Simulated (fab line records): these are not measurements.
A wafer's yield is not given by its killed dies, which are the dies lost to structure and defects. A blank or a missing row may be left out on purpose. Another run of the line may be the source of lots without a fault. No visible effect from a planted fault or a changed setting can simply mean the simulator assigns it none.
Which of the tools did it?    flow nand harc    13 lots, 39 wafers sampled, at 6 steps of a route of 1302

WHAT THE GAUGES READ, wafer by wafer
NHARC_P_GATE_CD_MEAS_26 targets a cd of 120 nm. Usual: cd nm at 120.4 nm, with a standard deviation of 0.65.
lot   measured      on         cd nm (nm)         flag
L409  day 5 18:22   cd sem-01  120.3 120.4 120.0  
L412  day 6 22:16   cd sem-03  120.7 120.6 120.1  
L413  day 7 16:37   cd sem-01  120.4 119.6 119.2  
L415  day 8 04:10   cd sem-01  119.5 119.8 119.5  
L419  day 10 04:32  cd sem-01  119.1 120.1 119.9  
L421  day 11 02:34  cd sem-03  121.5 120.3 120.4  
L422  day 11 03:12  cd sem-01  120.2 119.1 120.3  
L423  day 11 18:01  cd sem-03  120.9 119.4 120.9  
L424  day 12 01:50  cd sem-02  121.3 120.7 120.8  
L425  day 12 14:45  cd sem-03  121.1 120.6 120.9  
L427  day 13 09:23  cd sem-03  121.3 121.0 121.6  
L428  day 13 19:37  cd sem-01  121.9 121.3 121.0  
L429  day 13 23:44  cd sem-01  120.7 121.2 121.1  

NHARC_P_GATE_CD_MEAS_91 targets a cd of 2000 nm. Usual: cd nm at 1999.8 nm, with a standard deviation of 1.9.
lot   measured      on         cd nm (nm)                                 flag
L409  day 6 09:35   cd sem-01  1998.4 2000.6 1998.8                       
L412  day 7 15:44   cd sem-02  1888.9 1890.0 1891.5 1888.8 1890.1 1891.0  OFF
L413  day 8 07:50   cd sem-01  1999.6 2001.3 2001.0                       
L415  day 8 19:28   cd sem-01  1997.0 1996.8 1994.4                       
L419  day 10 19:54  cd sem-02  2001.2 2000.3 2001.2                       
L421  day 11 18:08  cd sem-02  2004.1 2000.9 2000.9                       
L422  day 11 19:14  cd sem-03  1997.8 2002.6 1999.9                       
L423  day 12 09:25  cd sem-01  1997.8 1998.9 1997.7                       
L424  day 12 19:19  cd sem-01  2000.1 2000.3 2003.2                       
L425  day 13 05:56  cd sem-02  1999.5 2002.5 2000.6                       
L427  day 14 00:34  cd sem-01  1997.5 1998.4 2002.2                       
L428  day 14 10:49  cd sem-02  2000.2 1999.5 2000.7                       
L429  day 14 14:59  cd sem-03  1995.9 1998.9 1998.1                       

NHARC_END_SORT_01. Usual: for defect limited yield, 91.1 % with a standard deviation of 2.9; for killed at array, 55 with a standard deviation of 20; for killed at other, 0.7 with a standard deviation of 0.96; for killed at periphery, 4.1 with a standard deviation of 2.4; for killed dies, 60 with a standard deviation of 20; for killed open, 3.3 with a standard deviation of 1.9; for killed short, 2.8 with a standard deviation of 1.6.
lot   measured      on         defect limited yield (%)  killed at array  killed at other  killed at periphery  killed dies  killed open  killed short  flag
L421  day 30 19:53  prober-02  89.2 90.7 90.1            68 59 61         0 0 2            5 4 4                73 63 67     6 7 6        4 4 1         
L422  day 30 00:08  prober-02  93.5 91.3 93.1            40 52 43         0 1 0            4 6 4                44 59 47     4 4 7        2 5 2         

WHAT TOOL EACH LOT RAN ON (gives the tool, then ch and the chambers of the sampled wafers, and finally the start)
lot   NHARC_P_GATE_EXPOSE_88             NHARC_P_GATE_DEGAS_109        NHARC_P_CONTACT_DEP_00
L409  krf scanner-04 ch 0, day 6 09:25   pvd sputter-01, day 6 11:43   pecvd-02 ch 0,1,2, no start
L412  krf scanner-04 ch 0, day 7 15:35   -                             -
L413  krf scanner-04 ch 0, day 8 07:41   pvd sputter-02, day 8 09:59   pecvd-03 ch 0,1,2, no start
L415  krf scanner-04 ch 0, day 8 19:19   pvd sputter-02, day 8 21:35   pecvd-02 ch 0,2, no start
L419  krf scanner-03 ch 0, day 10 19:44  pvd sputter-01, day 10 22:02  pecvd-01 ch 0,2, no start
L421  krf scanner-04 ch 0, day 11 18:00  pvd sputter-03, day 11 20:17  pecvd-02 ch 0,1,2, day 30 19:53 or earlier
L422  krf scanner-03 ch 0, day 11 19:04  pvd sputter-03, day 11 21:54  pecvd-01 ch 0,1, day 30 00:08 or earlier
L423  krf scanner-04 ch 0, day 12 09:16  pvd sputter-03, day 12 11:33  pecvd-01 ch 0,1, day 12 12:59
L424  krf scanner-03 ch 0, day 12 19:10  pvd sputter-01, day 12 21:29  pecvd-03 ch 0,1, no start
L425  krf scanner-03 ch 0, day 13 05:47  pvd sputter-01, day 13 08:07  pecvd-01 ch 0,1,2, no start
L427  krf scanner-03 ch 0, day 14 00:25  pvd sputter-03, day 14 02:41  pecvd-03 ch 1,2, no start
L428  krf scanner-03 ch 0, day 14 10:39  pvd sputter-03, day 14 12:56  pecvd-03 ch 0,2, no start
L429  krf scanner-03 ch 0, day 14 14:49  pvd sputter-02, day 14 17:05  pecvd-03 ch 0,1, no start
- NHARC_P_GATE_EXPOSE_88: exposes mask P HVN, target cd 2000 nm.
- NHARC_P_GATE_DEGAS_109: time 60 s.
- NHARC_P_CONTACT_DEP_00: deposits SiO2, target thk 500 nm.

WHAT THE TOOLS THEMSELVES READ (means of the sampled wafers that have a number; where no wafer has one, the mark that the record gives instead)
NHARC_P_GATE_DEGAS_109. Usual: heater power w at 487 W, with a standard deviation of 61.
lot   tool            heater power w (W)  flag
L409  pvd sputter-01  549                 
L413  pvd sputter-02  455                 
L415  pvd sputter-02  456                 
L419  pvd sputter-01  559                 
L421  pvd sputter-03  425                 
L422  pvd sputter-03  450                 
L423  pvd sputter-03  422                 
L424  pvd sputter-01  558                 
L425  pvd sputter-01  537                 
L427  pvd sputter-03  429                 
L428  pvd sputter-03  475                 
L429  pvd sputter-02  446                 

NHARC_P_CONTACT_DEP_00. Usual: chamber pressure Torr 6.500 Torr, standard deviation 0.015; heater power w 533 W, standard deviation 82; throttle valve pct 15.7 %, standard deviation 0.56.
lot   tool      chamber pressure Torr (Torr)  heater power w (W)  throttle valve pct (%)  flag
L409  pecvd-02  6.500                         475                 16.0                    
L413  pecvd-03  6.510                         582                 15.7                    
L415  pecvd-02  6.514                         485                 15.9                    
L419  pecvd-01  6.500                         426                 15.6                    
L421  pecvd-02  6.511                         475                 15.6                    
L422  pecvd-01  6.487                         548                 16.5                    
L423  pecvd-01  6.498                         512                 16.1                    
L424  pecvd-03  6.497                         601                 15.8                    
L425  pecvd-01  6.499                         523                 16.1                    
L427  pecvd-03  6.496                         538                 15.5                    
L428  pecvd-03  6.504                         540                 15.3                    
L429  pecvd-03  6.508                         600                 16.0                    

THE ANSWER, worked out from the rows above alone
Rule: lot off if the mean of its wafers having a number is beyond 3 standard deviations from the usual mean. A lot without any number at a reading at which 4 lots or more have one is off too. The other lots that the step has rows for count as sound. The gauges are gone through in route order, then the tools' own readings, and for those a lot's mean is taken as printed above. The first step at which some lot is off is used, and at that step the reading that is off furthest; a lot without a number counts as furthest.
Off: L412, at NHARC_P_GATE_CD_MEAS_91 (cd nm).
If a tool, at a process step before that reading, ran all the lots that are off and no sound lot after the first of them, it fits. Those tools and the gauges at NHARC_P_GATE_CD_MEAS_91 are tried in the same way. None of those tried fits.

WHAT WAS PUT IN BY THE SIMULATOR
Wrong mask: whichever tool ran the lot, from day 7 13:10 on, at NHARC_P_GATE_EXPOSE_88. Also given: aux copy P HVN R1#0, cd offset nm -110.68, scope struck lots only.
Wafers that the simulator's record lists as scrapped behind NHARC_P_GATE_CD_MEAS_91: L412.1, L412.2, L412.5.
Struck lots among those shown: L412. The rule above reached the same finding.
